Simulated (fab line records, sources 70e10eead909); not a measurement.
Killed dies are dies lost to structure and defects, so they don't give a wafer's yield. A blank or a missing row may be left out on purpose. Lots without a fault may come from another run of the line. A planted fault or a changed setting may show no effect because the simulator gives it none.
Which tool did it? | flow nand_harc | 12 lots, 36 wafers sampled, at 6 steps of a route of 1302

WHAT THE GAUGES READ, wafer by wafer
NHARC_A_CONTACT_INSPECT_10.
lot  | measured     | on                | raw_defect_count
L074 | day 22 18:09 | defect_inspect-01 | 91 94 84
L076 | day 23 01:08 | defect_inspect-02 | 60 54 56
L078 | day 24 09:29 | defect_inspect-01 | 112 101 113
L081 | day 25 00:27 | defect_inspect-02 | 183 173 166
L083 | day 25 23:19 | defect_inspect-02 | 85 98 84
L086 | day 26 18:19 | defect_inspect-02 | 47 41 47
L088 | day 27 17:50 | defect_inspect-01 | 82 68 79
L087 | day 28 14:30 | defect_inspect-01 | 84 94 91
L091 | day 29 21:37 | defect_inspect-01 | 67 65 65
L093 | day 30 14:17 | defect_inspect-01 | 124 121 98
L095 | day 30 21:10 | defect_inspect-01 | 16 15 25
L096 | day 31 03:37 | defect_inspect-01 | 19 17 15

WHICH TOOL RAN EACH LOT (tool, then ch and the chambers of the sampled wafers, then the start)
lot  | NHARC_A_CONTACT_ETCH_117             | NHARC_A_CONTACT_ETCH_123             | NHARC_A_CONTACT_ETCH_96                       | NHARC_A_CONTACT_ETCH_127             | NHARC_A_CONTACT_STRIP_82
L074 | har_cap_etch-02 ch 0,1, day 22 01:55 | har_cap_etch-02 ch 0,1, day 22 03:00 | rie_diel-13 ch 0,2, day 22 11:57 or earlier   | har_cap_etch-01 ch 1, day 22 11:57   | rie_diel-02 ch 0,3, day 22 18:09 or earlier
L076 | har_cap_etch-02 ch 0,1, day 22 08:20 | har_cap_etch-02 ch 0,1, day 22 09:25 | rie_diel-13 ch 1,2, day 22 18:35 or earlier   | har_cap_etch-02 ch 0,1, day 22 18:35 | rie_diel-02 ch 0,3, day 23 01:08 or earlier
L078 | har_cap_etch-02 ch 0,1, day 23 14:44 | har_cap_etch-02 ch 0,1, day 23 15:49 | rie_diel-13 ch 1,2,3, day 24 00:12 or earlier | har_cap_etch-03 ch 0,1, day 24 00:12 | rie_diel-02 ch 1,2,3, day 24 09:29 or earlier
L081 | har_cap_etch-01 ch 0,1, day 24 08:11 | har_cap_etch-01 ch 0,1, day 24 09:15 | rie_diel-09 ch 0,1,2, day 24 18:49 or earlier | har_cap_etch-03 ch 0,1, day 24 18:49 | rie_diel-13 ch 0,1,2, day 25 00:27 or earlier
L083 | har_cap_etch-01 ch 0,1, day 25 08:08 | har_cap_etch-01 ch 0,1, day 25 09:10 | rie_diel-02 ch 1,2,3, day 25 17:43 or earlier | har_cap_etch-01 ch 0,1, day 25 17:43 | rie_diel-02 ch 0,2,3, day 25 23:19 or earlier
L086 | har_cap_etch-01 ch 0,1, day 25 23:35 | har_cap_etch-01 ch 0,1, day 26 00:37 | rie_diel-09 ch 0,2, day 26 01:46              | har_cap_etch-01 ch 0,1, day 26 10:05 | rie_diel-09 ch 0,1,3, day 26 18:19 or earlier
L088 | har_cap_etch-01 ch 0,1, day 27 01:26 | har_cap_etch-01 ch 0,1, day 27 02:35 | rie_diel-02 ch 2,3, day 27 12:24 or earlier   | har_cap_etch-03 ch 0,1, day 27 12:24 | rie_diel-09 ch 0,2, day 27 17:50 or earlier
L087 | har_cap_etch-01 ch 0,1, day 27 23:35 | har_cap_etch-01 ch 0,1, day 28 00:36 | rie_diel-02 ch 0,2, day 28 08:53 or earlier   | har_cap_etch-03 ch 0,1, day 28 08:53 | rie_diel-09 ch 2,3, day 28 14:30 or earlier
L091 | har_cap_etch-02 ch 0,1, day 29 04:28 | har_cap_etch-02 ch 0,1, day 29 05:29 | rie_diel-02 ch 1,2, day 29 14:01 or earlier   | har_cap_etch-03 ch 0,1, day 29 14:01 | rie_diel-02 ch 0,1, day 29 21:37 or earlier
L093 | har_cap_etch-02 ch 0,1, day 29 19:19 | har_cap_etch-02 ch 0,1, day 29 20:20 | rie_diel-02 ch 0,1,2, day 30 05:55 or earlier | har_cap_etch-01 ch 0,1, day 30 05:55 | rie_diel-02 ch 1,2,3, day 30 14:17 or earlier
L095 | har_cap_etch-03 ch 0,1, day 30 03:46 | har_cap_etch-03 ch 0,1, day 30 05:08 | rie_diel-09 ch 0,2,3, day 30 15:37 or earlier | har_cap_etch-02 ch 0,1, day 30 15:37 | rie_diel-09 ch 1,2,3, day 30 21:10 or earlier
L096 | har_cap_etch-01 ch 0,1, day 30 11:47 | har_cap_etch-01 ch 0,1, day 30 12:55 | rie_diel-02 ch 0,1,2, day 30 21:55 or earlier | har_cap_etch-02 ch 0,1, day 30 21:55 | rie_diel-02 ch 0,2,3, day 31 03:37 or earlier
- NHARC_A_CONTACT_ETCH_117: etches the open film in C4F8/O2/Ar, time 190 s, target depth 1850 nm.
- NHARC_A_CONTACT_ETCH_123: etches the open film in C4F8/O2/Ar, time 490 s, target depth 2110 nm.
- NHARC_A_CONTACT_ETCH_96: etches the open film in C4F6/O2, target depth 20 nm, time 10 s.
- NHARC_A_CONTACT_ETCH_127: etches the open film in C4F8/O2/Ar, time 197 s, target depth 1918 nm.
- NHARC_A_CONTACT_STRIP_82: strips in O2.

THE ANSWER, worked out from the rows above alone
Rule: what is usual is taken from the lots themselves. Put in order of their means at a reading, lots are off if they are a third of the lots or fewer, leave a main group of 4 or more, and stand apart from it by a gap of 3 or more times the standard deviation of the main group's means; of several such gaps the widest counts. A main group whose means are all the same, to the digits that the tables above print for the reading, isn't used. A lot without any number at a reading at which 4 lots or more have one is off too. The other lots that the step has rows for count as sound.
No lot is off at any reading shown: from this, nothing can be told.

WHAT THE SIMULATOR HAD PUT IN
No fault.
